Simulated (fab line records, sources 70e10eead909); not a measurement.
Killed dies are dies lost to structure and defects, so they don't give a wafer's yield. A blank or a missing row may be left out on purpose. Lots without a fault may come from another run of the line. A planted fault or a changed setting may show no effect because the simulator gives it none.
Problem report in the 8D (eight disciplines) form, filled by code | flow nand_harc | the parts of the form that need people (team, actions taken, sign-off) are left out

1. THE PROBLEM
thk_nm at NHARC_A_ONON_D1_THK_MEAS_18 reads a mean of 1521 nm on 1 wafer of 1 lot; wafers without a fault read 1000 nm with a standard deviation of 7.3. That is +71 standard deviations from the usual mean.
The step: measures by ellipsometry.
First seen on wafer L813.2, day 10 12:17, on film_metro-01. The record holds 38 wafers of 13 lots with a number at this step. Rule for "out", or "out of limits": more than 4 standard deviations from the usual mean. The other wafers with a number count as sound.

2. WHAT IT IS AND WHAT IT IS NOT
question                    | is                | is not
which readings at this step | thk_nm            | -
which lots                  | L813              | L803, L804, L805, L806, L807, L816, L817, L820, L821, L822, L825, L826
which wafers of those lots  | L813.2            | L813.1
read on which gauges        | film_metro-01     | film_metro-02
when                        | from day 10 12:17 | up to then (16 sound wafers); but 21 sound wafers of L816, L817, L820, L821, L822, L825, L826 came after

3. SUSPECTS, AND WHAT RULES EACH OUT
Counting: a tool at a process step up to the reading stays a suspect if it ran every lot that is out. Sound lots after the first of them don't rule it out here, since some wafers of a struck lot are sound.
- the gauge at NHARC_A_ONON_D1_THK_MEAS_18: kept. All the wafers that are out were read on film_metro-01, and no step on other tools shows them out.
- pvd_sputter-01 at NHARC_P_BONDPAD_PVD_27 (deposits Cu, target thk 30 nm, time 20.49 s): kept. It ran the lot that is out, L813 (day 9 01:54); its last sound lot up to then is L804 (day 6 22:07). NHARC_P_BONDPAD_PVD_27 gives no start for some lots, so the hours and the order of its lots are those of NHARC_P_BONDPAD_ANNEAL_28.
- rtp_anneal-01 at NHARC_P_BONDPAD_ANNEAL_28 (time 90 s): kept. It ran the lot that is out, L813 (day 9 01:54); its last sound lot up to then is L807 (day 7 09:03).
- pecvd_onon-02 at NHARC_A_ONON_D1_DEP_16 (target thk 1000 nm): kept. It ran the lot that is out, L813 (day 10 11:45); its last sound lot up to then is L806 (day 8 14:52).
Left after counting: pvd_sputter-01 at NHARC_P_BONDPAD_PVD_27, rtp_anneal-01 at NHARC_P_BONDPAD_ANNEAL_28, pecvd_onon-02 at NHARC_A_ONON_D1_DEP_16, film_metro-01 at NHARC_A_ONON_D1_THK_MEAS_18.

4. THE CAUSE (what the simulator had put in)
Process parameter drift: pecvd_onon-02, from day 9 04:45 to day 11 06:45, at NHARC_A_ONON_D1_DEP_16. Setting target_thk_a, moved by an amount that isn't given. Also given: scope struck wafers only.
Counting left 4 suspects, and this tool is among them.

5. THE CHAIN OF EFFECTS, in route order
Each row: a reading whose mean over the struck wafers that have a number lies more than 3 standard deviations from the usual. Only readings for which the record gives a usual standard deviation are gone through. hours: the time from each lot's start at the first step in this table that gives one to its start at this step, as a median over the lots. sigmas: the change in usual standard deviations.
hours | step                        | reading | usual   | on struck wafers | change | sigmas
0     | NHARC_A_ONON_D1_THK_MEAS_18 | thk_nm  | 1000 nm | 1521             | +521   | +71

6. WHAT WOULD HAVE CAUGHT IT SOONER
In this record the first reading out of limits at a measuring or inspecting step was taken at day 10 12:17, 32 hours after the fault began at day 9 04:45.
Of the tool readings at NHARC_A_ONON_D1_DEP_16 for which the record gives a usual standard deviation, none was out on any struck wafer, so an alarm limit of 4 standard deviations on them would not have fired.
All the lots that are out (1) had begun NHARC_A_ONON_D1_DEP_16 on pecvd_onon-02 by day 10 12:17. A hold on the tool at that time would have spared none of them.
